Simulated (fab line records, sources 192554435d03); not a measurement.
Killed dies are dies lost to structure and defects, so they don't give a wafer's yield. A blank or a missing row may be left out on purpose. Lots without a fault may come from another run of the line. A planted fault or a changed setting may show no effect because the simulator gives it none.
Chamber matching | flow n5_finfet | N5_MOL_CONTACT_COAG_ETCHBACK_135 on rie_diel-04: 4 sister chambers
The step etches SiO2 in CHF3, target depth 25 nm, time 16.7 s. 20 wafers are shown with their chamber, then 10 later ones without.

WAFERS WITH THEIR CHAMBER
wafer  | chamber | showerhead_plenum_p_Torr (Torr) | oes_product_au (a.u.) | throttle_valve_pct (%)
L075.3 | 2       | 2.34                            | 0.93                  | 18.56
L075.4 | 1       | 2.47                            | 0.72                  | 18.96
L075.6 | 0       | 2.27                            | 0.71                  | 18.82
L077.3 | 0       | 2.27                            | 0.71                  | 18.83
L077.4 | 3       | 2.27                            | 0.71                  | 18.65
L077.6 | 3       | 2.27                            | 0.71                  | 18.66
L078.2 | 0       | 2.27                            | 0.71                  | 18.84
L078.4 | 3       | 2.27                            | 0.72                  | 18.62
L078.5 | 0       | 2.27                            | 0.71                  | 18.82
L079.3 | 2       | 2.33                            | 0.91                  | 18.58
L079.4 | 1       | 2.47                            | 0.71                  | 18.96
L079.6 | 2       | 2.33                            | 0.91                  | 18.58
L081.1 | 1       | 2.47                            | 0.71                  | 18.96
L081.2 | 2       | 2.33                            | 0.90                  | 18.58
L081.5 | 1       | 2.47                            | 0.71                  | 18.98
L083.1 | 1       | 2.46                            | 0.70                  | 18.99
L083.2 | 3       | 2.26                            | 0.70                  | 18.67
L083.5 | 1       | 2.46                            | 0.70                  | 18.98
L086.1 | 1       | 2.46                            | 0.70                  | 18.98
L086.2 | 0       | 2.27                            | 0.70                  | 18.86

SIGNATURES (means of the wafers above)
reading                  | chamber 0 | chamber 1 | chamber 2 | chamber 3 | scatter within a chamber
showerhead_plenum_p_Torr | 2.2700    | 2.4657    | 2.3325    | 2.2675    | 0.00448
oes_product_au           | 0.7080    | 0.7071    | 0.9125    | 0.7100    | 0.00828
throttle_valve_pct       | 18.8340   | 18.9729   | 18.5750   | 18.6500   | 0.0153
Rule: a wafer's distance from a chamber is the root of the sum, over the readings, of the square of ((its reading less the chamber's mean) divided by the reading's scatter). The wafer belongs to the nearest chamber; if the next one is less than 2 further off, it can't be placed. The scatter: the root of (the sum of the squares of (reading less its chamber's mean) over the shown wafers, divided by (wafers less chambers)).

WAFERS WITHOUT THEIR CHAMBER
wafer  | showerhead_plenum_p_Torr (Torr) | oes_product_au (a.u.) | throttle_valve_pct (%)
L086.4 | 2.26                            | 0.71                  | 18.68
L087.1 | 2.26                            | 0.70                  | 18.68
L087.2 | 2.46                            | 0.70                  | 18.99
L087.6 | 2.26                            | 0.70                  | 18.87
L090.2 | 2.46                            | 0.70                  | 18.99
L090.3 | 2.32                            | 0.88                  | 18.60
L090.4 | 2.26                            | 0.69                  | 18.87
L096.1 | 2.25                            | 0.70                  | 18.72
L096.2 | 2.26                            | 0.70                  | 18.87
L096.4 | 2.46                            | 0.70                  | 19.00

WHICH CHAMBER EACH WENT THROUGH
wafer  | from the rows above | in truth
L086.4 | 3                   | 3
L087.1 | 3                   | 3
L087.2 | 1                   | 1
L087.6 | 0                   | 0
L090.2 | 1                   | 1
L090.3 | 2                   | 2
L090.4 | 0                   | 0
L096.1 | 3                   | 3
L096.2 | 0                   | 0
L096.4 | 1                   | 1
Placed correctly: 10 of 10. Can't be placed from these rows: 0. Placed wrongly: 0.
